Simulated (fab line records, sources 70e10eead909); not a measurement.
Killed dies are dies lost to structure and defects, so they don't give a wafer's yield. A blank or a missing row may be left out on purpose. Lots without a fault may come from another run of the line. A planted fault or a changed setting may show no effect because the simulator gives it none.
fab line records | flow nand_harc
record lots=14 wafers=42 last_day=23
route steps=1159 shown A_CHANNEL_FILL_D1@507 A_BONDPAD@1084 THIN_TSV@1102 END@1159
lots that met no fault: from a run of the same line without faults
start_h: hours from the record's first day to the start of the lot's first wafer shown | wait_h: hours since the lot's step before | " the same as in the row above | L1.1+2: a row that stands for several wafers | - no value, or no start given | * or withheld: withheld | < > ~ a bound
route shown NAME@n: a module of which the file shows steps, and the number in the route of the first | usual: mean/standard deviation of fault-free wafers | same: alike in all rows | chamber/n: place in a boat | sites: the reading at each site | _std_site: their standard deviation | _edge_site: outer sites' mean less inner sites' | radius_mm: how far each site lies from the wafer's centre | mask NAME#n: copy n | behind: the tool/chamber that last shaped the wafer | hold: why the lot was held/for how many hours/how that ended | device: the transistor (n, p or np) that didn't switch | end of line: the same wafers' tests at the end of the route | a step without rows: its recipe alone | killed: dies lost to structure and defects at the first sort, not the wafer's yield | map: a wafer's dies, x killed, . not, _ none there
set.NAME: the setting as run; set.NAME@STEP: as run at that earlier step | model.NAME: the simulator's own value behind a step, which no gauge read
steps of the route over a sample of lots; a table a step, a row a wafer
services: from which hour (start_h, from the record's first day; less than 0 if before it) a tool's chamber was out of use, for how many hours, and why
## steps
# step NHARC_A_CHANNEL_FILL_D1_ALD_25
# recipe target_thk_a=600 pulse_time_s=10 ald_cycles=600 temp_c=300 material=SiOx
# usual heater_power_w=471/58 precursor_pulse_height_rel=1.002/0.019
# columns lot.wafer tool chamber start_h wait_h heater_power_w precursor_pulse_height_rel
L618.4 ald_hk-04 2 236.25 0.7 534 0.994
L618.2 " 0 237.49 2.0 349 0.958
L618.6 " 1 " " 488 1.007
L619.1 ald_hk-02 2 237.99 2.5 467 1.030
L619.2 " 1 239.85 4.3 385 1.004
L619.6 " 3 241.08 5.6 487 0.982
L623.2 ald_hk-02 0 247.15 0.1 490 0.996
L623.3 " 1 " " 383 1.010
L623.1 " 2 " " 474 1.006
L622.3 ald_hk-01 2 248.48 1.4 526 1.006
L622.2 " 0 249.72 2.6 453 0.967
L622.5 " 3 251.59 4.5 464 0.994
L624.4 ald_hk-02 0 262.08 0.0 494 1.019
L624.1 " 2 263.30 1.3 483 0.978
L624.6 " 0 264.51 2.5 485 1.026
L625.2 ald_hk-04 2 262.69 0.7 537 0.993
L625.3 " 3 " " 593 1.008
L625.6 " 2 265.11 3.1 540 1.002
L627.1 ald_hk-02 3 275.68 0.7 478 1.001
L627.4 " 0 " " 472 1.017
L627.6 " 3 278.14 3.1 482 0.980
L626.4 ald_hk-04 0 279.92 0.7 353 0.995
L626.2 " 1 " " 480 1.003
L626.5 " 0 282.35 3.1 352 1.034
L630.4 ald_hk-02 0 298.27 1.3 455 1.015
L630.1 " 1 " " 397 1.001
L630.5 " 3 300.15 3.2 486 1.004
L628.1 ald_hk-04 1 302.43 0.1 476 1.042
L628.3 " 0 304.25 1.9 349 0.999
L628.6 " 2 305.47 3.1 542 0.994
L629.2 ald_hk-01 3 302.96 0.6 452 0.980
L629.1 " 0 " " 464 0.994
L629.4 " 2 304.82 2.4 542 1.026
L631.4 ald_hk-02 3 303.05 0.7 481 1.004
L631.3 " 0 " " 466 0.987
L631.5 " 2 304.91 2.5 456 1.011
L632.4 ald_hk-02 3 308.34 0.7 484 1.009
L632.1 " 0 " " 457 1.012
L632.5 " 2 310.19 2.5 442 0.986
L636.3 ald_hk-04 1 335.31 0.1 482 0.996
L636.4 " 2 " " 539 0.973
L636.2 " 0 337.15 1.9 358 1.004
# step NHARC_A_BONDPAD_PVD_17
# recipe target_thk_a=50 bias_v=168.6 power_w=15000 chamber_pressure_pa=0.12 time_s=8.06 substrate_temp_c=50 material=TaN
# usual throttle_valve_pct=30.1/1.1
# columns lot.wafer tool chamber start_h wait_h throttle_valve_pct
L619.1 pvd_sputter-03 - - - 29.0
L619.2 " - " " 30.8
L619.6 " - " " 29.1
L618.2 pvd_sputter-01 - - - 30.1
L618.4 " - " " 32.2
L618.6 " - " " 30.2
L622.3 pvd_sputter-01 - - - 28.7
L622.2 " - " " 30.1
L622.5 " - " " 32.2
L623.2 pvd_sputter-01 - - - 30.4
L623.1 " - " " 32.3
L623.3 " - " " 28.6
L624.1 pvd_sputter-03 - - - 28.2
L624.4 " - " " 31.3
L624.6 " - " " 29.4
L625.3 pvd_sputter-02 - - - 31.0
L625.2 " - " " 30.4
L625.6 " - " " 28.8
L626.2 pvd_sputter-01 - - - 30.0
L626.4 " - " " 32.3
L626.5 " - " " 30.3
L627.1 pvd_sputter-01 - - - 28.4
L627.4 " - " " 30.1
L627.6 " - " " 28.8
L629.4 pvd_sputter-02 - - - 30.2
L629.1 " - " " 30.5
L629.2 " - " " 31.0
L630.4 pvd_sputter-01 - - - 29.0
L630.1 " - " " 29.6
L630.5 " - " " 30.3
L628.1 pvd_sputter-02 - - - 30.4
L628.3 " - " " 28.9
L628.6 " - " " 30.0
L632.4 pvd_sputter-03 - - - 30.7
L632.1 " - " " 29.6
L632.5 " - " " 29.7
L631.3 pvd_sputter-02 - - - 31.6
L631.4 " - " " 30.1
L631.5 " - " " 28.8
L636.2 pvd_sputter-01 - - - 30.2
L636.4 " - " " 29.8
L636.3 " - " " 31.2
# step NHARC_THIN_TSV_CMP_01
# recipe target_thk_um=3
# usual motor_current_A=12.5/1.3
# columns lot.wafer tool chamber start_h wait_h motor_current_A
L619.1 cmp-03 2 424.50 1.0 13.5
L619.2 " 0 " " 10.7
L619.6 " 1 " " 11.6
L618.2 cmp-03 3 425.67 0.8 13.9
L618.4 " 0 " " 10.4
L618.6 " 0 " " 10.6
L623.2 cmp-02 1 446.74 0.8 14.0
L623.3 " 3 " " 11.5
L623.1 " 0 " " 14.5
L622.3 cmp-02 3 447.94 0.6 11.0
L622.2 " 2 " " 12.1
L622.5 " 3 " " 11.7
L624.1 cmp-03 3 458.35 1.0 13.2
L624.4 " 1 " " 10.8
L624.6 " 0 " " 10.0
L625.3 cmp-03 2 466.19 0.7 13.8
L625.2 " 3 " " 13.4
L625.6 " 0 " " 10.4
L626.4 cmp-02 2 472.79 0.4 11.8
L626.2 " 3 " " 11.4
L626.5 " 3 " " 11.3
L627.1 cmp-03 2 474.01 1.0 13.4
L627.4 " 3 " " 13.4
L627.6 " 3 " " 13.2
L630.4 cmp-01 1 489.84 0.4 11.8
L630.1 " 2 " " 13.2
L630.5 " 0 " " 14.8
L629.2 cmp-01 2 491.02 0.8 13.4
L629.4 " 0 " " 13.7
L629.1 " 1 " " 11.9
L628.1 cmp-02 0 506.24 1.1 14.1
L628.3 " 1 " " 13.8
L628.6 " 2 " " 12.3
L632.1 cmp-02 1 518.09 1.1 12.9
L632.4 " 3 " " 11.4
L632.5 " 2 " " 12.3
L631.4 cmp-02 2 519.35 0.5 12.9
L631.3 " 3 " " 11.1
L631.5 " 2 " " 13.0
L636.4 cmp-01 0 539.59 0.4 14.0
L636.3 " 1 " " 11.9
L636.2 " 3 " " 10.5
# step NHARC_THIN_TSV_THK_MEAS_02
# recipe thk_meas_gauge=ir
# usual thk_nm=2970/200
# columns lot.wafer tool chamber start_h wait_h thk_nm
L619.1 film_metro-02 - 424.74 0.2 3065
L619.2 " - " " 2966
L619.6 " - " " 2974
L618.2 film_metro-01 - 425.94 0.2 3057
L618.4 " - " " 3366
L618.6 " - " " 3360
L623.1 film_metro-01 - 447.01 0.2 2919
L623.2 " - " " 2968
L623.3 " - " " 2901
L622.2 film_metro-02 - 448.20 - 3141
L622.3 " - " " 3141
L622.5 " - " " 3208
L624.1 film_metro-01 - 458.61 - 2791
L624.4 " - " " 2887
L624.6 " - " " 2994
L625.2 film_metro-01 - 466.40 - 2438
L625.3 " - " " 3015
L625.6 " - " " 3019
L626.2 film_metro-01 - 473.05 - 3479
L626.4 " - " " 3153
L626.5 " - " " 3434
L627.1 film_metro-01 - 474.27 - 3130
L627.4 " - " " 3173
L627.6 " - " " 3168
L630.1 film_metro-02 - 490.07 - 3062
L630.4 " - " " 2814
L630.5 " - " " 3482
L629.1 film_metro-02 - 491.28 0.2 2742
L629.2 " - " " 2828
L629.4 " - " " 2612
L628.1 film_metro-02 - 506.45 - 2834
L628.3 " - " " 3046
L628.6 " - " " 2812
L632.1 film_metro-02 - 518.36 0.2 3070
L632.4 " - " " 3149
L632.5 " - " " 2913
L631.3 film_metro-02 - 519.59 0.2 3162
L631.4 " - " " 3354
L631.5 " - " " 3222
L636.2 film_metro-01 - 539.85 - 2897
L636.3 " - " " 2768
L636.4 " - " " 2871
# step NHARC_END_SORT_01
# recipe temp_c=25
# usual killed_at_array=27/11 killed_at_other=0.7/0.93 killed_at_periphery=2.9/1.9 killed_dies=30/11 killed_open=3.1/1.7 killed_short=1.9/1.3
# same gross_dies=677
# columns lot.wafer tool chamber start_h wait_h killed_at_array killed_at_other killed_at_periphery killed_dies killed_open killed_short
L632.1 prober-02 0 534.53 2.5 30 2 2 34 4 0
L632.4 prober-02 0 536.93 3.4 68 2 1 71 4 0
L632.5 prober-02 0 537.74 3.7 25 0 1 26 3 3
L631.3 prober-01 0 536.01 3.0 23 0 0 23 1 3
L631.4 prober-01 0 536.80 3.4 69 1 0 70 2 0
L631.5 prober-01 0 537.59 3.7 43 2 1 46 1 6
# killed by level:class
L632.1 A_SLIT:chamber_film_flake=23 A_CHANNEL_HOLE_D1:chamber_film_flake=2 A_CONTACT:chamber_film_flake=2 THIN_TSV:chamber_film_flake=2 P_CONTACT:geometric_particle:open=1 P_M0:geometric_particle:open=1 A_ONON_D1:geometric_particle:open=1 A_SGD_CUT:geometric_particle:open=1
L631.3 A_CHANNEL_HOLE_D1:chamber_film_flake=14 A_WL_FILL:geometric_particle:short=2 A_ZERO_WELL:chamber_film_flake=2 A_CONTACT:chamber_film_flake=2 A_STAIRCASE:geometric_particle:short=1 A_CONTACT:geometric_particle:open=1 A_WL_FILL:chamber_film_flake=1
L631.4 A_CHANNEL_FILL_D1:unspecified=44 A_CHANNEL_HOLE_D1:chamber_film_flake=18 A_CONTACT:chamber_film_flake=3 A_STAIRCASE:chamber_film_flake=2 A_WL_FILL:geometric_particle:open=1 A_CONTACT:geometric_particle:open=1 THIN_TSV:chamber_film_flake=1
L632.4 A_CHANNEL_FILL_D1:unspecified=45 A_SLIT:chamber_film_flake=12 A_CHANNEL_HOLE_D1:chamber_film_flake=5 A_CHANNEL_FILL_D1:geometric_particle:open=1 A_CONTACT:geometric_particle:open=1 A_M0:geometric_particle:open=1 STARTING-WAFER:geometric_particle:open=1 P_GATE:chamber_film_flake=1
L631.5 A_CHANNEL_HOLE_D1:chamber_film_flake=21 A_CONTACT:chamber_film_flake=12 A_WL_FILL:geometric_particle:short=2 THIN_TSV:chamber_film_flake=2 P_M0:geometric_particle:short=1 A_SOURCE_PLATE:geometric_particle:short=1 A_ONON_D1:geometric_particle:open=1 A_CHANNEL_FILL_D1:geometric_particle:short=1
L632.5 A_SLIT:chamber_film_flake=15 A_ZERO_WELL:chamber_film_flake=2 A_CHANNEL_HOLE_D1:chamber_film_flake=2 P_CONTACT:geometric_particle:open=1 A_CHANNEL_FILL_D1:geometric_particle:short=1 A_SGD_CUT:geometric_particle:open=1 A_WL_FILL:geometric_particle:short=1 A_BLC:geometric_particle:open=1
## services
# columns tool chamber start_h hours kind
ald_hk-02 - 218.35 1.4 repair
cmp-03 - 225.39 1.9 repair
cmp-02 - 226.51 4.0 pm
cmp-03 - 237.78 9.0 repair
cmp-03 - 254.21 4.0 pm
cmp-03 - 259.98 1.4 repair
cmp-02 - 272.83 0.9 repair
cmp-02 - 291.80 4.7 repair
cmp-02 - 303.77 1.2 repair
cmp-02 - 312.44 1.9 repair
cmp-02 - 324.51 4.0 pm
cmp-02 - 329.24 1.1 repair
pvd_sputter-01 - 336.00 10.0 pm
cmp-03 - 352.21 4.0 pm
cmp-03 - 360.78 1.2 repair
cmp-02 - 361.66 7.2 repair
cmp-02 - 379.25 0.4 repair
cmp-02 - 422.51 4.0 pm
pvd_sputter-01 - 441.71 2.4 repair
ald_hk-02 - 458.14 10.0 pm
cmp-02 - 468.89 2.2 repair
cmp-02 - 481.27 1.8 repair
pvd_sputter-01 - 514.00 10.0 pm
cmp-02 - 520.51 4.0 pm
## key
first_sign step=NHARC_END_SORT_01 reading=killed_at_array direction=up sigmas=3.8 usual=27 struck=68
effect step=NHARC_END_SORT_01 reading=killed_dies direction=up sigmas=3.6 usual=30 struck=70
more_kills_born_at NHARC_A_CHANNEL_FILL_D1_ALD_25@ald_hk-02=89
met_at NHARC_A_CHANNEL_FILL_D1_ALD_25
struck_lots L631,L632
struck_wafers L631.4,L632.4
tester_left_out L631,L632
not_acting_at NHARC_A_BONDPAD_PVD_17,NHARC_THIN_TSV_CMP_01,NHARC_THIN_TSV_THK_MEAS_02
fault kind=chamber_particle_source tool=ald_hk-02 chamber=3 onset_h=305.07 steps=NHARC_A_CHANNEL_FILL_D1_ALD_25 rate_per_visit_cm2=0.46659 end_h=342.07
# tester_left_out: of these lots the tester's yield and bins aren't shown, on N5 and GAA mostly nor the transistor test; their killed dies are dies lost to structure and defects alone, not to doping, threshold or leakage, so they don't give the yield
